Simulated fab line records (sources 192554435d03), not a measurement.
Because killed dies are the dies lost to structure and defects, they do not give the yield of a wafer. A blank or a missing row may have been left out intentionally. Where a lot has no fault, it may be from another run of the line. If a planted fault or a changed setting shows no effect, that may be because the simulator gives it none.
Split-lot trial :: flow n5Finfet :: on a route of 1938 steps: 7 lots, 39 wafers read

== SPLIT DETAILS ==
At N5_BEOL_M5_TRENCH_ETCH_37 (etches SiCOH lowk in C4F6/O2, target depth 71.652 nm, time 24.7 s), the setting targetDepthA was moved away from the recipe's 716.52 angstrom on 12 of the 39 wafers read, by +34.9% to +53.8%. All remaining wafers had this setting at the recipe value.

== FROM THE SPLIT TO THE READING: what the file shows between them, 13 steps ==
- N5_BEOL_M5_ETCH_41: etches SiCN in CH3F/O2, target depth 31.5 nm, time 56.7 s
- N5_BEOL_M5_STRIP_91: strips in N2/H2, time 10 s
- N5_BEOL_M5_OCD_MEAS_38
- N5_BEOL_M5_HM_STRIP_39: strips TiN in peroxide tin strip, target depth 25 nm, time 158 s
- N5_BEOL_M5_SRD_40: time 30 s
- N5_BEOL_M5_ECD_50: material Cu, target thk 300 nm
- N5_BEOL_M5_ANNEAL_51: time 90 s
- N5_BEOL_M5_CMP_52: polishes, stops on SiCOH lowk, t overpolish 6.9 s, target thk 62 nm
- N5_BEOL_M5_THK_MEAS_53: measures by xrf
- N5_BEOL_M5_PRE_CLEAN_77: time 15 s
- N5_BEOL_M5_CO_CAP_78: material Co, precursor CCTBA/H2, target thk 2 nm, time 102.1 s
- N5_BEOL_M5_PRE_CLEAN_55: time 15 s
- N5_BEOL_M5_DEP_56: deposits SiCN from 3MS/NH3, target thk 8 nm, time 14 s

== THE READING ==
M5_RS, in ohm/sq, at N5_BEOL_M5_RS_MEAS_57 (measures by four-point-probe). Fault-free wafers of this fab line usually give 0.395 ohm/sq, standard deviation 0.013 ohm/sq.

wafer: L079.1
tool, chamber at the split: rieDiel-02, 3
targetDepthA as run, angstrom: 716.52
against the recipe: recipe
M5_RS, ohm/sq: 0.382
against lot-mates on the recipe: -

wafer: L079.2
tool, chamber at the split: rieDiel-02, 1
targetDepthA as run, angstrom: 981.7
against the recipe: +37.0%
M5_RS, ohm/sq: 0.262
against lot-mates on the recipe: -0.142

wafer: L079.3
tool, chamber at the split: rieDiel-02, 0
targetDepthA as run, angstrom: 981.7
against the recipe: +37.0%
M5_RS, ohm/sq: 0.268
against lot-mates on the recipe: -0.136

wafer: L079.4
tool, chamber at the split: rieDiel-02, 0
targetDepthA as run, angstrom: 716.52
against the recipe: recipe
M5_RS, ohm/sq: 0.410
against lot-mates on the recipe: -

wafer: L079.5
tool, chamber at the split: rieDiel-02, 1
targetDepthA as run, angstrom: 716.52
against the recipe: recipe
M5_RS, ohm/sq: 0.420
against lot-mates on the recipe: -

wafer: L079.6
tool, chamber at the split: rieDiel-02, 3
targetDepthA as run, angstrom: 981.7
against the recipe: +37.0%
M5_RS, ohm/sq: 0.252
against lot-mates on the recipe: -0.152

wafer: L078.1
tool, chamber at the split: rieDiel-02, 2
targetDepthA as run, angstrom: 966.9
against the recipe: +34.9%
M5_RS, ohm/sq: 0.264
against lot-mates on the recipe: -0.129

wafer: L078.2
tool, chamber at the split: rieDiel-02, 0
targetDepthA as run, angstrom: 966.9
against the recipe: +34.9%
M5_RS, ohm/sq: 0.271
against lot-mates on the recipe: -0.122

wafer: L078.3
tool, chamber at the split: rieDiel-02, 3
targetDepthA as run, angstrom: 716.52
against the recipe: recipe
M5_RS, ohm/sq: 0.384
against lot-mates on the recipe: -

wafer: L078.4
tool, chamber at the split: rieDiel-02, 0
targetDepthA as run, angstrom: 716.52
against the recipe: recipe
M5_RS, ohm/sq: 0.414
against lot-mates on the recipe: -

wafer: L078.5
tool, chamber at the split: rieDiel-02, 3
targetDepthA as run, angstrom: 716.52
against the recipe: recipe
M5_RS, ohm/sq: 0.381
against lot-mates on the recipe: -

wafer: L078.6
tool, chamber at the split: rieDiel-02, 2
targetDepthA as run, angstrom: 966.9
against the recipe: +34.9%
M5_RS, ohm/sq: 0.263
against lot-mates on the recipe: -0.130

wafer: L086.1
tool, chamber at the split: rieDiel-04, 1
targetDepthA as run, angstrom: 1102
against the recipe: +53.8%
M5_RS, ohm/sq: 0.223
against lot-mates on the recipe: -0.165

wafer: L086.2
tool, chamber at the split: rieDiel-04, 0
targetDepthA as run, angstrom: 1102
against the recipe: +53.8%
M5_RS, ohm/sq: 0.229
against lot-mates on the recipe: -0.159

wafer: L086.3
tool, chamber at the split: rieDiel-04, 3
targetDepthA as run, angstrom: 716.52
against the recipe: recipe
M5_RS, ohm/sq: 0.394
against lot-mates on the recipe: -

wafer: L086.4
tool, chamber at the split: rieDiel-04, 2
targetDepthA as run, angstrom: 716.52
against the recipe: recipe
M5_RS, ohm/sq: 0.394
against lot-mates on the recipe: -

wafer: L086.5
tool, chamber at the split: rieDiel-04, 2
targetDepthA as run, angstrom: 716.52
against the recipe: recipe
M5_RS, ohm/sq: 0.375
against lot-mates on the recipe: -

wafer: L086.6
tool, chamber at the split: rieDiel-04, 1
targetDepthA as run, angstrom: 1102
against the recipe: +53.8%
M5_RS, ohm/sq: 0.221
against lot-mates on the recipe: -0.167

wafer: L087.1
tool, chamber at the split: rieDiel-04, 2
targetDepthA as run, angstrom: 716.52
against the recipe: recipe
M5_RS, ohm/sq: 0.396
against lot-mates on the recipe: -

wafer: L087.2
tool, chamber at the split: rieDiel-04, 0
targetDepthA as run, angstrom: 716.52
against the recipe: recipe
M5_RS, ohm/sq: 0.421
against lot-mates on the recipe: -

wafer: L087.3
tool, chamber at the split: rieDiel-04, 1
targetDepthA as run, angstrom: 716.52
against the recipe: recipe
M5_RS, ohm/sq: 0.416
against lot-mates on the recipe: -

wafer: L087.4
tool, chamber at the split: rieDiel-04, 3
targetDepthA as run, angstrom: 716.52
against the recipe: recipe
M5_RS, ohm/sq: 0.410
against lot-mates on the recipe: -

wafer: L087.5
tool, chamber at the split: rieDiel-04, 3
targetDepthA as run, angstrom: 716.52
against the recipe: recipe
M5_RS, ohm/sq: 0.413
against lot-mates on the recipe: -

wafer: L087.6
tool, chamber at the split: rieDiel-04, 2
targetDepthA as run, angstrom: 716.52
against the recipe: recipe
M5_RS, ohm/sq: 0.396
against lot-mates on the recipe: -

wafer: L090.1
tool, chamber at the split: rieDiel-04, 0
targetDepthA as run, angstrom: 716.52
against the recipe: recipe
M5_RS, ohm/sq: 0.405
against lot-mates on the recipe: -

wafer: L090.2
tool, chamber at the split: rieDiel-04, 1
targetDepthA as run, angstrom: 716.52
against the recipe: recipe
M5_RS, ohm/sq: 0.402
against lot-mates on the recipe: -

wafer: L090.4
tool, chamber at the split: rieDiel-04, 3
targetDepthA as run, angstrom: 716.52
against the recipe: recipe
M5_RS, ohm/sq: 0.373
against lot-mates on the recipe: -

wafer: L093.1
tool, chamber at the split: rieDiel-05, 2
targetDepthA as run, angstrom: 716.52
against the recipe: recipe
M5_RS, ohm/sq: 0.386
against lot-mates on the recipe: -

wafer: L093.2
tool, chamber at the split: rieDiel-05, 0
targetDepthA as run, angstrom: 716.52
against the recipe: recipe
M5_RS, ohm/sq: 0.401
against lot-mates on the recipe: -

wafer: L093.3
tool, chamber at the split: rieDiel-05, 3
targetDepthA as run, angstrom: 716.52
against the recipe: recipe
M5_RS, ohm/sq: 0.388
against lot-mates on the recipe: -

wafer: L093.4
tool, chamber at the split: rieDiel-05, 1
targetDepthA as run, angstrom: 716.52
against the recipe: recipe
M5_RS, ohm/sq: 0.373
against lot-mates on the recipe: -

wafer: L093.5
tool, chamber at the split: rieDiel-05, 0
targetDepthA as run, angstrom: 716.52
against the recipe: recipe
M5_RS, ohm/sq: 0.386
against lot-mates on the recipe: -

wafer: L093.6
tool, chamber at the split: rieDiel-05, 3
targetDepthA as run, angstrom: 716.52
against the recipe: recipe
M5_RS, ohm/sq: 0.388
against lot-mates on the recipe: -

wafer: L094.1
tool, chamber at the split: rieDiel-05, 0
targetDepthA as run, angstrom: 716.52
against the recipe: recipe
M5_RS, ohm/sq: 0.385
against lot-mates on the recipe: -

wafer: L094.2
tool, chamber at the split: rieDiel-05, 2
targetDepthA as run, angstrom: 974.3
against the recipe: +36.0%
M5_RS, ohm/sq: 0.257
against lot-mates on the recipe: -0.125

wafer: L094.3
tool, chamber at the split: rieDiel-05, 3
targetDepthA as run, angstrom: 974.3
against the recipe: +36.0%
M5_RS, ohm/sq: 0.253
against lot-mates on the recipe: -0.129

wafer: L094.4
tool, chamber at the split: rieDiel-05, 1
targetDepthA as run, angstrom: 716.52
against the recipe: recipe
M5_RS, ohm/sq: 0.378
against lot-mates on the recipe: -

wafer: L094.5
tool, chamber at the split: rieDiel-05, 2
targetDepthA as run, angstrom: 716.52
against the recipe: recipe
M5_RS, ohm/sq: 0.383
against lot-mates on the recipe: -

wafer: L094.6
tool, chamber at the split: rieDiel-05, 1
targetDepthA as run, angstrom: 974.3
against the recipe: +36.0%
M5_RS, ohm/sq: 0.252
against lot-mates on the recipe: -0.130

FIT RESULTS
A straight line over all 39 wafers: M5_RS changes by -0.00347 ohm/sq for each +1% of targetDepthA; r = -0.98; the points scatter about the line by 0.014 ohm/sq.
The same after taking each lot's own level away (the mean of its wafers on the recipe; 39 wafers): -0.00339 ohm/sq for each +1%; r = -0.98; scatter 0.013 ohm/sq.
Per that fit: largest targetDepthA move, reading shift of 0.18 ohm/sq.
Across the lots, their own levels run from 0.3820 to 0.4087 ohm/sq, a range of 2.1 times the standard deviation given above.
Hence the lot-to-lot level has little effect on the slope; both slopes agree.
Check: -0.186 ohm/sq against its lot-mates is what the line predicts for one of the wafers moved furthest among these (+53.8%) when that wafer is left out of the fit. Against them it came out at -0.165 ohm/sq.

== THE WHOLE CHAIN: every reading that the file lists as answering this split, in the file's order ==
step: N5_BEOL_M5_TRENCH_ETCH_37
what it does: etches SiCOH lowk in C4F6/O2, target depth 71.652 nm, time 24.7 s
reading: etch.depthNm (the simulator's own value, which no gauge read)
change (the file's fit): +0.682 nm for each +1% of the setting
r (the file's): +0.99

step: N5_BEOL_M5_TRENCH_ETCH_37
what it does: etches SiCOH lowk in C4F6/O2, target depth 71.652 nm, time 24.7 s
reading: BEOL_M5.featureDepthNm (the simulator's own value, which no gauge read)
change (the file's fit): +0.682 nm for each +1% of the setting
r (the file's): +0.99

step: N5_BEOL_M5_TRENCH_ETCH_37
what it does: etches SiCOH lowk in C4F6/O2, target depth 71.652 nm, time 24.7 s
reading: TiN_of_BEOL_M5_HM_DEP_02.thkNm (the simulator's own value, which no gauge read)
change (the file's fit): -0.0207 nm for each +1% of the setting
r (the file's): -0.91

step: N5_BEOL_M5_OCD_MEAS_38
what it does: 
reading: trenchDepthNm
change (the file's fit): +0.684 nm for each +1% of the setting
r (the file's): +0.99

step: N5_BEOL_M5_CMP_52
what it does: polishes, stops on SiCOH lowk, t overpolish 6.9 s, target thk 62 nm
reading: Cu_of_BEOL_M5_ECD_50.thkNm (the simulator's own value, which no gauge read)
change (the file's fit): +0.695 nm for each +1% of the setting
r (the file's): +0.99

step: N5_BEOL_M5_THK_MEAS_53
what it does: measures by xrf
reading: M5_THK
change (the file's fit): +0.683 for each +1% of the setting
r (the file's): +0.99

step: N5_BEOL_M5_RS_MEAS_57
what it does: measures by four-point-probe
reading: M5_RS
change (the file's fit): -0.00341 for each +1% of the setting
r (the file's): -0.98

== THE FILE'S OWN FIT ==
M5_RS changes by -0.00341 ohm/sq for each +1% of targetDepthA, r = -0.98.
